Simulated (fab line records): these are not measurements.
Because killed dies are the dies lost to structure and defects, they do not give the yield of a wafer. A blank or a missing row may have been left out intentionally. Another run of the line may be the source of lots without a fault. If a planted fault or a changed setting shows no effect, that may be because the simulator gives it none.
What tool caused it?    flow n5Finfet    30 wafers sampled from 10 lots at 1 step of a route of 1938

== WHAT THE GAUGES READ, wafer by wafer ==
N5_BEOL_M4_RC_MEAS_101. Usual: DIBL_N 36.5 mV/V, standard deviation 1.4; DIBL_P 36.9 mV/V, standard deviation 1.7; IOFF_N 0.163 nA/um, standard deviation 0.023; IOFF_P 0.22 nA/um, standard deviation 0.032; ION_N 673 uA/um, standard deviation 9; ION_P 462 uA/um, standard deviation 7.5; SS_N 71.6 mV/dec, standard deviation 0.54; SS_P 73.4 mV/dec, standard deviation 0.62; VT_N 249.8 mV, standard deviation 2.8; VT_P -250 mV, standard deviation 3.5.
lot   measured      on         DIBL_N (mV/V)   DIBL_P (mV/V)   IOFF_N (nA/um)     IOFF_P (nA/um)  ION_N (uA/um)  ION_P (uA/um)  SS_N (mV/dec)   SS_P (mV/dec)   VT_N (mV)          VT_P (mV)       flag
L536  day 8 14:34   prober-02  36.8 37.5 38.1  36.5 36.5 37.9  0.161 0.173 0.186  0.26 0.25 0.29  684 680 689    479 475 482    71.6 72.0 71.9  73.5 73.7 73.7  249.2 247.9 245.9  -243 -248 -244  
L538  day 8 20:10   prober-01  37.6 37.0 36.0  36.9 35.2 35.0  0.182 0.159 0.147  0.29 0.25 0.25  679 663 675    470 466 472    71.9 72.1 71.5  72.8 73.0 72.7  247.3 249.2 251.0  -242 -245 -243  
L540  day 9 05:38   prober-01  35.7 37.9 37.6  35.3 38.6 37.6  0.135 0.182 0.172  0.19 0.24 0.22  663 680 689    459 464 470    71.3 71.5 71.0  73.8 74.6 74.1  253.6 247.2 249.3  -253 -248 -251  
L541  day 9 18:59   prober-01  36.0 37.8 37.8  35.8 37.9 37.7  0.153 0.184 0.179  0.19 0.22 0.21  673 667 684    455 450 457    72.0 72.8 72.0  73.9 73.8 73.6  249.3 247.4 245.8  -253 -251 -253  
L549  day 11 10:32  prober-01  37.3 38.3 36.1  38.5 39.0 36.6  0.196 0.204 0.161  0.24 0.25 0.22  682 694 687    462 464 469    71.8 71.9 70.9  74.2 74.2 74.0  245.1 244.8 248.7  -249 -248 -249  
L550  day 12 08:54  prober-02  38.2 35.8 35.6  39.0 36.5 35.4  0.202 0.160 0.148  0.26 0.21 0.19  680 660 676    470 454 460    71.1 71.4 71.3  73.4 72.9 73.3  245.6 248.4 250.4  -246 -249 -252  
L551  day 12 12:41  prober-02  36.8 36.8 37.8  38.5 38.7 40.1  0.174 0.182 0.198  0.21 0.24 0.25  686 684 688    462 470 467    71.9 71.7 72.4  73.5 73.6 73.6  247.8 248.8 244.6  -251 -248 -246  
L553  day 12 13:56  prober-01  33.6 35.3 33.0  35.0 36.8 34.3  0.123 0.146 0.114  0.19 0.21 0.18  658 678 657    461 464 461    70.9 71.4 71.1  72.6 73.4 73.1  255.1 253.1 255.0  -251 -252 -256  
L552  day 12 16:38  prober-01  37.0 38.6 38.9  38.6 40.0 39.9  0.158 0.175 0.186  0.21 0.22 0.23  673 676 676    466 457 459    71.4 72.2 72.4  73.5 73.9 74.1  249.6 251.9 250.7  -250 -253 -251  
L556  day 13 21:52  prober-02  37.4 35.0 37.4  36.8 33.4 36.2  0.154 0.117 0.156  0.21 0.16 0.20  669 668 664    464 456 455    71.8 71.4 71.9  73.0 72.8 73.4  251.2 254.7 252.8  -249 -253 -249  

== EACH LOT AND THE TOOL THAT RAN IT (in order: tool; ch and the chambers of the sampled wafers; start) ==
The record shows no process step preceding these readings.

== AS READ BY THE TOOLS THEMSELVES (means over the sampled wafers that have a number; for cases with no such wafer, the mark the record gives instead) ==
The record holds no such reading with a usual standard deviation.

== THE ANSWER, worked out from the rows above alone ==
Rule: take the mean of a lot's wafers that have a number; if it is more than 3 standard deviations from the usual mean, the lot is off. A lot without any number at a reading at which 4 lots or more have one is off too. The other lots that the step has rows for count as sound. Order of review: gauges by route order, followed by the tools' own readings, for which a lot's mean as printed above is used. At the first step where some lot is off, the reading lying furthest off is the one used; lots without a number count as furthest.
Nothing can be told from this: no lot is off at any reading shown.

== WHAT THE SIMULATOR HAD INSERTED ==
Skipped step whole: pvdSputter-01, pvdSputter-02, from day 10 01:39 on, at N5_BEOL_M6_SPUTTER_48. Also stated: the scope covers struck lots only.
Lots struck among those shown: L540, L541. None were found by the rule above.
